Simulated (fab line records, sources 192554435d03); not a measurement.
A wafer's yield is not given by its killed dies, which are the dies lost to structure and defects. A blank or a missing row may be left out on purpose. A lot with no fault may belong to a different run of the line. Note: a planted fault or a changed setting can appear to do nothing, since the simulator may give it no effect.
Matching of chambers | flow n5 finfet | ald sin-01 running N5_GATE_CUT_SAC_CAP_01: 4 sister chambers
The step material SiNx, target thk 24 nm, pulse time 1 s, ald cycles 480. 8 wafers are shown with their chamber, then 9 later ones without.

== WAFERS PAIRED WITH THEIR CHAMBERS ==
wafer  | chamber | heater power w (W) | precursor pulse height rel
L077.2 | 1       | 757                | 0.969
L080.2 | 0       | 996                | 1.002
L080.3 | 1       | 760                | 0.991
L080.5 | 0       | 966                | 1.004
L080.6 | 3       | 795                | 0.962
L088.1 | 2       | 855                | 1.015
L088.3 | 3       | 800                | 0.983
L088.6 | 2       | 874                | 0.995

== WAFERS WITH NO CHAMBER GIVEN ==
wafer  | heater power w (W) | precursor pulse height rel
L089.3 | 787                | 0.974
L089.4 | 778                | 1.000
L089.6 | 987                | 1.031
L090.4 | 760                | 1.004
L090.5 | 951                | 0.995
L090.6 | 798                | 1.000
L094.2 | 888                | 0.981
L094.4 | 867                | 0.994
L094.6 | 996                | 1.016

== CHAMBER TAKEN BY EACH ==
wafer  | from the rows above     | in truth
L089.3 | can't be placed: 3 or 1 | 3
L089.4 | can't be placed: 1 or 3 | 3
L089.6 | 0                       | 0
L090.4 | can't be placed: 1 or 3 | 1
L090.5 | 0                       | 0
L090.6 | can't be placed: 3 or 1 | 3
L094.2 | 2                       | 2
L094.4 | 2                       | 2
L094.6 | 0                       | 0
Placed correctly: 5 of 9. From these rows, 4 cannot be placed; in 4 the true chamber is one of the candidates. 0 placed wrongly.
How it was worked out, from the rows above alone: a wafer's distance from a chamber is the root of the sum, over the readings, of the square of ((its reading less the chamber's mean) divided by the reading's scatter). The wafer belongs to the nearest chamber; if the next one is less than 2 further off, it can't be placed. Each chamber's mean is taken over the wafers shown for it. The scatter: take each reading less its chamber's mean, square it, sum over the shown wafers, divide by the number of wafers less the number of chambers, and take the root.
